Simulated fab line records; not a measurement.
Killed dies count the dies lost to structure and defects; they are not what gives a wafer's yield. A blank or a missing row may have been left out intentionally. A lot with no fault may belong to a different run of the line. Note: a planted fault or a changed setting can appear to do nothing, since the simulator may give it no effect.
fab line records | flow n5-finfet
record: lots: 7 | wafers: 39
route steps=1938 shown BEOL_M7@1308
start-h: hours from the record's first day to the start of the lot's first wafer shown | wait-h: how many hours have passed since the lot's step before this one | " the same as in the row above | L1.1+2: a row that stands for several wafers | - either no value or no given start | * or withheld: withheld | < > ~ a bound
route shown NAME@n: NAME is a module with steps in the file, n the number in the route of the first one | usual: mean/standard deviation of fault-free wafers | same: alike in all rows | chamber/n: place in a boat | sites: the reading at each site | _std_site: standard deviation across them | _edge_site: the outer-site mean with the inner-site mean subtracted | radius-mm: how far each site lies from the wafer's centre | mask NAME#n: copy n | behind: the most recent tool/chamber to have shaped the wafer | hold: why the lot went on hold/how many hours it stayed there/how the hold came to an end | device: the n, p or np transistor that did not switch | end of line: the same wafers' tests at the end of the route | step lacking rows: just its recipe | killed: the dies lost at the first sort to structure and to defects; this is not the yield of the wafer | map: shows each die of a wafer: x if killed, . if not, _ if none is there
set.NAME: the run value of the setting; set.NAME@STEP: its run value at that earlier step | model.NAME: the simulator's own value behind a step, which no gauge read
lots run with intentionally changed settings; tables by step, rows by wafer
== steps ==
step: N5_BEOL_M7_TRENCH_ETCH_37
recipe: chemistry: C4F6/O2 | target-depth-a: 934.78 | target: SiCOH_lowk | time-s: 31.2 | ion-energy-ev: 250 | pressure-mtorr: 30 | source-w: 345 | bias-w: 185 | Ar_flow_sccm: 300 | C4F6_flow_sccm: 10 | O2_flow_sccm: 10
lot.wafer | tool        | chamber | start-h | wait-h | set.target-depth-a | model.BEOL_M7.feature-depth-nm | model.etch.depth-nm | model.TiN_of_BEOL_M7_HM_DEP_02.thk-nm
L075.1    | rie-diel-01 | 0       | -       | -      | 1419               | 150.4                          | 150.5               | 15.6
L075.2    | "           | 2       | "       | "      | 934.78             | 95.8                           | 95.74               | 17.4
L075.3    | "           | 3       | "       | "      | 1419               | 137                            | 136.9               | 16
L075.4    | "           | 1       | "       | "      | 1419               | 140.6                          | 140.5               | 16.4
L075.5    | "           | 3       | "       | "      | 934.78             | 89.4                           | 89.39               | 17.2
L075.6    | "           | 2       | "       | "      | 934.78             | 96.8                           | 96.79               | 17.4
L076.2    | rie-diel-04 | 0       | -       | -      | 934.78             | 90.8                           | 90.81               | 17
L076.3    | "           | 2       | "       | "      | 934.78             | 90.4                           | 90.4                | 16.8
L076.5    | "           | 2       | "       | "      | 934.78             | 90.2                           | 90.3                | 17.2
L077.1    | rie-diel-01 | 2       | -       | -      | 934.78             | 95                             | 95.04               | 17
L077.2    | "           | 3       | "       | "      | 751.4              | 71.4                           | 71.47               | 17.4
L077.3    | "           | 1       | "       | "      | 751.4              | 72.6                           | 72.64               | 17.8
L077.4    | "           | 0       | "       | "      | 751.4              | 77.8                           | 77.8                | 17.6
L077.5    | "           | 1       | "       | "      | 934.78             | 90.8                           | 90.72               | 17.2
L077.6    | "           | 0       | "       | "      | 934.78             | 97.2                           | 97.13               | 17
L078.1    | rie-diel-01 | 3       | -       | -      | 934.78             | 89.4                           | 89.41               | 17.4
L078.2    | "           | 1       | "       | "      | 934.78             | 91.2                           | 91.19               | 18
L078.3    | "           | 0       | "       | "      | 934.78             | 98                             | 97.9                | 17.4
L078.4    | "           | 1       | "       | "      | 934.78             | 91.4                           | 91.47               | 17.8
L078.5    | "           | 3       | "       | "      | 934.78             | 89.6                           | 89.69               | 17.6
L078.6    | "           | 0       | "       | "      | 934.78             | 97.4                           | 97.42               | 17.4
L086.1    | rie-diel-01 | 0       | -       | -      | 787.4              | 81.2                           | 81.28               | 18.2
L086.2    | "           | 2       | "       | "      | 934.78             | 94.6                           | 94.63               | 17.8
L086.3    | "           | 1       | "       | "      | 787.4              | 76.8                           | 76.74               | 18.2
L086.4    | "           | 3       | "       | "      | 787.4              | 74.8                           | 74.75               | 17.8
L086.5    | "           | 0       | "       | "      | 934.78             | 97.4                           | 97.33               | 17.6
L086.6    | "           | 1       | "       | "      | 934.78             | 91.2                           | 91.27               | 17.8
L092.1    | rie-diel-02 | 2       | -       | -      | 720.3              | 74                             | 73.97               | 18
L092.2    | "           | 1       | "       | "      | 934.78             | 93                             | 93.06               | 17.6
L092.3    | "           | 0       | "       | "      | 720.3              | 70.2                           | 70.21               | 18.4
L092.4    | "           | 3       | "       | "      | 720.3              | 68.6                           | 68.69               | 18
L092.5    | "           | 1       | "       | "      | 934.78             | 93.2                           | 93.11               | 17.2
L092.6    | "           | 0       | "       | "      | 934.78             | 91.2                           | 91.19               | 17.8
L094.1    | rie-diel-02 | 2       | -       | -      | 934.78             | 95                             | 94.94               | 17.4
L094.2    | "           | 0       | "       | "      | 934.78             | 90.8                           | 90.81               | 17.8
L094.3    | "           | 3       | "       | "      | 934.78             | 90.8                           | 90.8                | 17.4
L094.4    | "           | 1       | "       | "      | 934.78             | 93.4                           | 93.48               | 17.6
L094.5    | "           | 0       | "       | "      | 934.78             | 91                             | 90.99               | 17.6
L094.6    | "           | 1       | "       | "      | 934.78             | 93.2                           | 93.25               | 17.4
step: N5_BEOL_M7_ETCH_41
recipe: chemistry: CH3F/O2 | target: SiCN | target-depth-a: 319 | taper-deg: 2 | time-s: 57.8 | ion-energy-ev: 120 | mask-material: TiN | pressure-mtorr: 30 | source-w: 395 | bias-w: 75 | Ar_flow_sccm: 150 | CH3F_flow_sccm: 30 | O2_flow_sccm: 20
step: N5_BEOL_M7_STRIP_80
recipe: chemistry: N2/H2 | time-s: 10 | power-w: 450 | temp-c: 40 | pressure-mtorr: 20 | rf-frequency-hz: 6e+07 | bias-power-w: 7 | n2-flow-sccm: 200 | h2-flow-sccm: 200
step: N5_BEOL_M7_OCD_MEAS_38
usual: trench-depth-nm: 92.5/2.8
lot.wafer | tool   | chamber | start-h | wait-h | set.target-depth-a@BEOL_M7_TRENCH_ETCH_37 | trench-depth-nm
L075.1    | ocd-02 | -       | 201.62  | -      | 1419                                      | 150.2
L075.2    | "      | -       | "       | "      | 934.78                                    | 95.6
L075.3    | "      | -       | "       | "      | 1419                                      | 137.1
L075.4    | "      | -       | "       | "      | 1419                                      | 140.8
L075.5    | "      | -       | "       | "      | 934.78                                    | 89.8
L075.6    | "      | -       | "       | "      | 934.78                                    | 96.7
L076.2    | ocd-01 | -       | 205.11  | -      | 934.78                                    | 91.1
L076.3    | "      | -       | "       | "      | 934.78                                    | 90.7
L076.5    | "      | -       | "       | "      | 934.78                                    | 90.2
L077.1    | ocd-02 | -       | 207.67  | -      | 934.78                                    | 95.5
L077.2    | "      | -       | "       | "      | 751.4                                     | 71.3
L077.3    | "      | -       | "       | "      | 751.4                                     | 72.6
L077.4    | "      | -       | "       | "      | 751.4                                     | 77.7
L077.5    | "      | -       | "       | "      | 934.78                                    | 90.5
L077.6    | "      | -       | "       | "      | 934.78                                    | 96.9
L078.1    | ocd-02 | -       | 225.90  | -      | 934.78                                    | 89.8
L078.2    | "      | -       | "       | "      | 934.78                                    | 91.9
L078.3    | "      | -       | "       | "      | 934.78                                    | 97.4
L078.4    | "      | -       | "       | "      | 934.78                                    | 92.2
L078.5    | "      | -       | "       | "      | 934.78                                    | 89.3
L078.6    | "      | -       | "       | "      | 934.78                                    | 97.3
L086.1    | ocd-02 | -       | 268.97  | -      | 787.4                                     | 80.8
L086.2    | "      | -       | "       | "      | 934.78                                    | 94.5
L086.3    | "      | -       | "       | "      | 787.4                                     | 77.1
L086.4    | "      | -       | "       | "      | 787.4                                     | 75.1
L086.5    | "      | -       | "       | "      | 934.78                                    | 97.4
L086.6    | "      | -       | "       | "      | 934.78                                    | 91.2
L092.1    | ocd-01 | -       | 309.16  | -      | 720.3                                     | 73.4
L092.2    | "      | -       | "       | "      | 934.78                                    | -
L092.3    | "      | -       | "       | "      | 720.3                                     | 69.8
L092.4    | "      | -       | "       | "      | 720.3                                     | -
L092.5    | "      | -       | "       | "      | 934.78                                    | 93.7
L092.6    | "      | -       | "       | "      | 934.78                                    | 91.1
L094.1    | ocd-01 | -       | 311.63  | -      | 934.78                                    | 94.9
L094.2    | "      | -       | "       | "      | 934.78                                    | 90.6
L094.3    | "      | -       | "       | "      | 934.78                                    | 90.7
L094.4    | "      | -       | "       | "      | 934.78                                    | 93.2
L094.5    | "      | -       | "       | "      | 934.78                                    | 91.1
L094.6    | "      | -       | "       | "      | 934.78                                    | 92.9
step: N5_BEOL_M7_HM_STRIP_39
recipe: chemistry: peroxide-tin-strip | material: TiN | target-depth-a: 250 | temp-c: 50 | time-s: 158
step: N5_BEOL_M7_SRD_40
recipe: time-s: 30 | temp-c: 23 | rinse-liquid: diw | dry: ipa-marangoni
step: N5_BEOL_M7_ECD_50
recipe: material: Cu | target-thk-a: 3000
step: N5_BEOL_M7_ANNEAL_51
recipe: temp-c: 225 | time-s: 90 | ambient: N2
step: N5_BEOL_M7_CMP_52
recipe: stop-on: SiCOH_lowk | t-overpolish-s: 6.9 | down-force-psi: 1 | platen-rpm: 50 | clearing-platen-down-force-psi: 1.5 | clearing-platen-rpm: 50 | post-cmp-clean: cu-alkaline | target-thk-nm: 80 | clearing-platen-pad-velocity-m-s: 0.99484 | pad-velocity-m-s: 0.99484
lot.wafer | tool   | chamber | start-h | wait-h | set.target-depth-a@BEOL_M7_TRENCH_ETCH_37 | model.Cu_of_BEOL_M7_ECD_50.thk-nm
L075.3    | cmp-04 | 1       | 203.59  | 0.2    | 1419                                      | 122.4
L075.1    | "      | 2       | "       | "      | 1419                                      | 136.8
L075.4    | "      | 3       | "       | "      | 1419                                      | 123
L075.2    | "      | 0       | "       | "      | 934.78                                    | 81.8
L075.5    | "      | 1       | "       | "      | 934.78                                    | 74.8
L075.6    | "      | 2       | "       | "      | 934.78                                    | 82.8
L076.3    | cmp-02 | 0       | 208.47  | 0.2    | 934.78                                    | 77.6
L076.2    | "      | 1       | "       | "      | 934.78                                    | 76.4
L076.5    | "      | 0       | "       | "      | 934.78                                    | 78
L077.3    | cmp-02 | 2       | 210.31  | 0.2    | 751.4                                     | 57.8
L077.2    | "      | 3       | "       | "      | 751.4                                     | 59.2
L077.4    | "      | 0       | "       | "      | 751.4                                     | 65.6
L077.1    | "      | 1       | "       | "      | 934.78                                    | 81
L077.6    | "      | 2       | "       | "      | 934.78                                    | 82
L077.5    | "      | 3       | "       | "      | 934.78                                    | 77.2
L078.2    | cmp-04 | 1       | 227.98  | 0.2    | 934.78                                    | 78.8
L078.3    | "      | 2       | "       | "      | 934.78                                    | 86
L078.1    | "      | 3       | "       | "      | 934.78                                    | 76
L078.4    | "      | 0       | "       | "      | 934.78                                    | 79.2
L078.6    | "      | 1       | "       | "      | 934.78                                    | 85
L078.5    | "      | 2       | "       | "      | 934.78                                    | 78.2
L086.2    | cmp-03 | 3       | 271.32  | 0.2    | 934.78                                    | 82.4
L086.1    | "      | 0       | "       | "      | 787.4                                     | 65.8
L086.4    | "      | 1       | "       | "      | 787.4                                     | 60.4
L086.3    | "      | 2       | "       | "      | 787.4                                     | 62.8
L086.5    | "      | 3       | "       | "      | 934.78                                    | 85.2
L086.6    | "      | 0       | "       | "      | 934.78                                    | 76
L092.4    | cmp-02 | 3       | 312.01  | 0.1    | 720.3                                     | 56
L092.3    | "      | 0       | "       | "      | 720.3                                     | 59.8
L092.1    | "      | 1       | "       | "      | 720.3                                     | 60.8
L092.2    | "      | 2       | "       | "      | 934.78                                    | 79
L092.5    | "      | 3       | "       | "      | 934.78                                    | 80
L092.6    | "      | 0       | "       | "      | 934.78                                    | 78.4
L094.3    | cmp-03 | 2       | 314.27  | 0.2    | 934.78                                    | 77
L094.4    | "      | 3       | "       | "      | 934.78                                    | 81.2
L094.1    | "      | 0       | "       | "      | 934.78                                    | 79
L094.2    | "      | 1       | "       | "      | 934.78                                    | 77.2
L094.6    | "      | 2       | "       | "      | 934.78                                    | 79.6
L094.5    | "      | 3       | "       | "      | 934.78                                    | 79.4
step: N5_BEOL_M7_THK_MEAS_53
recipe: thk-meas-gauge: xrf | reads: Cu_of_BEOL_M7_ECD_50
usual: M7_THK: 81/3.1
lot.wafer | tool          | chamber | start-h | wait-h | set.target-depth-a@BEOL_M7_TRENCH_ETCH_37 | M7_THK[nm]
L075.1    | film-metro-01 | -       | 203.88  | -      | 1419                                      | 139
L075.2    | "             | -       | "       | "      | 934.78                                    | 84
L075.3    | "             | -       | "       | "      | 1419                                      | 125
L075.4    | "             | -       | "       | "      | 1419                                      | 125
L075.5    | "             | -       | "       | "      | 934.78                                    | 76
L075.6    | "             | -       | "       | "      | 934.78                                    | 84
L076.2    | film-metro-02 | -       | 208.76  | -      | 934.78                                    | 78
L076.3    | "             | -       | "       | "      | 934.78                                    | 79
L076.5    | "             | -       | "       | "      | 934.78                                    | 79
L077.1    | film-metro-02 | -       | 210.60  | -      | 934.78                                    | 82
L077.2    | "             | -       | "       | "      | 751.4                                     | 60
L077.3    | "             | -       | "       | "      | 751.4                                     | 58
L077.4    | "             | -       | "       | "      | 751.4                                     | 66
L077.5    | "             | -       | "       | "      | 934.78                                    | 78
L077.6    | "             | -       | "       | "      | 934.78                                    | 83
L078.1    | film-metro-01 | -       | 228.28  | -      | 934.78                                    | 77
L078.2    | "             | -       | "       | "      | 934.78                                    | 81
L078.3    | "             | -       | "       | "      | 934.78                                    | 88
L078.4    | "             | -       | "       | "      | 934.78                                    | 81
L078.5    | "             | -       | "       | "      | 934.78                                    | 80
L078.6    | "             | -       | "       | "      | 934.78                                    | 87
L086.1    | film-metro-01 | -       | 271.62  | -      | 787.4                                     | 68
L086.2    | "             | -       | "       | "      | 934.78                                    | 84
L086.3    | "             | -       | "       | "      | 787.4                                     | 65
L086.4    | "             | -       | "       | "      | 787.4                                     | 62
L086.5    | "             | -       | "       | "      | 934.78                                    | 88
L086.6    | "             | -       | "       | "      | 934.78                                    | 78
L092.1    | film-metro-02 | -       | 312.31  | -      | 720.3                                     | 63
L092.2    | "             | -       | "       | "      | 934.78                                    | -
L092.3    | "             | -       | "       | "      | 720.3                                     | 61
L092.4    | "             | -       | "       | "      | 720.3                                     | -
L092.5    | "             | -       | "       | "      | 934.78                                    | 82
L092.6    | "             | -       | "       | "      | 934.78                                    | 80
L094.1    | film-metro-02 | -       | 314.57  | -      | 934.78                                    | 79
L094.2    | "             | -       | "       | "      | 934.78                                    | 78
L094.3    | "             | -       | "       | "      | 934.78                                    | 78
L094.4    | "             | -       | "       | "      | 934.78                                    | 82
L094.5    | "             | -       | "       | "      | 934.78                                    | 80
L094.6    | "             | -       | "       | "      | 934.78                                    | 80
step: N5_BEOL_M7_PRE_CLEAN_55
recipe: gas: NH3 | time-s: 15 | temp-c: withheld | rf-power-w: 300
step: N5_BEOL_M7_DEP_56
recipe: material: SiCN | target-thk-a: 100 | temp-c: withheld | precursor: 3MS/NH3 | pressure-torr: 3 | rf-w: 202 | time-s: 17.5
step: N5_BEOL_M7_RS_MEAS_57
recipe: thk-meas-gauge: four-point-probe | reads: Cu_of_BEOL_M7_ECD_50+Co_of_BEOL_M7_CVD_78+TaN_of_BEOL_M7_ALD_77
usual: M7_RS: 0.290/0.013
lot.wafer | tool          | chamber | start-h | wait-h | set.target-depth-a@BEOL_M7_TRENCH_ETCH_37 | M7_RS[ohm/sq]
L075.1    | film-metro-01 | -       | 204.02  | 0.1    | 1419                                      | 0.155
L075.2    | "             | -       | "       | "      | 934.78                                    | 0.278
L075.3    | "             | -       | "       | "      | 1419                                      | 0.176
L075.4    | "             | -       | "       | "      | 1419                                      | 0.175
L075.5    | "             | -       | "       | "      | 934.78                                    | 0.309
L075.6    | "             | -       | "       | "      | 934.78                                    | 0.275
L076.2    | film-metro-01 | -       | 208.89  | 0.1    | 934.78                                    | 0.302
L076.3    | "             | -       | "       | "      | 934.78                                    | 0.296
L076.5    | "             | -       | "       | "      | 934.78                                    | 0.295
L077.1    | film-metro-02 | -       | 210.73  | 0.1    | 934.78                                    | 0.282
L077.2    | "             | -       | "       | "      | 751.4                                     | 0.411
L077.3    | "             | -       | "       | "      | 751.4                                     | 0.422
L077.4    | "             | -       | "       | "      | 751.4                                     | 0.363
L077.5    | "             | -       | "       | "      | 934.78                                    | 0.298
L077.6    | "             | -       | "       | "      | 934.78                                    | 0.278
L078.1    | film-metro-02 | -       | 228.41  | 0.1    | 934.78                                    | 0.304
L078.2    | "             | -       | "       | "      | 934.78                                    | 0.291
L078.3    | "             | -       | "       | "      | 934.78                                    | 0.263
L078.4    | "             | -       | "       | "      | 934.78                                    | 0.290
L078.5    | "             | -       | "       | "      | 934.78                                    | 0.294
L078.6    | "             | -       | "       | "      | 934.78                                    | 0.267
L086.1    | film-metro-02 | -       | 271.75  | 0.1    | 787.4                                     | 0.362
L086.2    | "             | -       | "       | "      | 934.78                                    | 0.278
L086.3    | "             | -       | "       | "      | 787.4                                     | 0.382
L086.4    | "             | -       | "       | "      | 787.4                                     | 0.400
L086.5    | "             | -       | "       | "      | 934.78                                    | 0.266
L086.6    | "             | -       | "       | "      | 934.78                                    | 0.303
L092.1    | film-metro-01 | -       | 312.44  | 0.1    | 720.3                                     | 0.396
L092.2    | "             | -       | "       | "      | 934.78                                    | -
L092.3    | "             | -       | "       | "      | 720.3                                     | 0.406
L092.4    | "             | -       | "       | "      | 720.3                                     | -
L092.5    | "             | -       | "       | "      | 934.78                                    | 0.286
L092.6    | "             | -       | "       | "      | 934.78                                    | 0.293
L094.1    | film-metro-02 | -       | 314.70  | 0.1    | 934.78                                    | 0.291
L094.2    | "             | -       | "       | "      | 934.78                                    | 0.299
L094.3    | "             | -       | "       | "      | 934.78                                    | 0.299
L094.4    | "             | -       | "       | "      | 934.78                                    | 0.282
L094.5    | "             | -       | "       | "      | 934.78                                    | 0.288
L094.6    | "             | -       | "       | "      | 934.78                                    | 0.288
== key ==
split: step: N5_BEOL_M7_TRENCH_ETCH_37 | setting: target-depth-a | stated: 934.78 | by: wafer
response: step: N5_BEOL_M7_TRENCH_ETCH_37 | reading: model.BEOL_M7.feature-depth-nm | change: +0.958 | per: 1% | r: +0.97
response: step: N5_BEOL_M7_TRENCH_ETCH_37 | reading: model.etch.depth-nm | change: +0.957 | per: 1% | r: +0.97
response: step: N5_BEOL_M7_TRENCH_ETCH_37 | reading: model.TiN_of_BEOL_M7_HM_DEP_02.thk-nm | change: -0.0256 | per: 1% | r: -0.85
response: step: N5_BEOL_M7_OCD_MEAS_38 | reading: trench-depth-nm | change: +0.955 | per: 1% | r: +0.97
response: step: N5_BEOL_M7_CMP_52 | reading: model.Cu_of_BEOL_M7_ECD_50.thk-nm | change: +0.935 | per: 1% | r: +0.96
response: step: N5_BEOL_M7_THK_MEAS_53 | reading: M7_THK | change: +0.947 | per: 1% | r: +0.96
response: step: N5_BEOL_M7_RS_MEAS_57 | reading: M7_RS | change: -0.00317 | per: 1% | r: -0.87
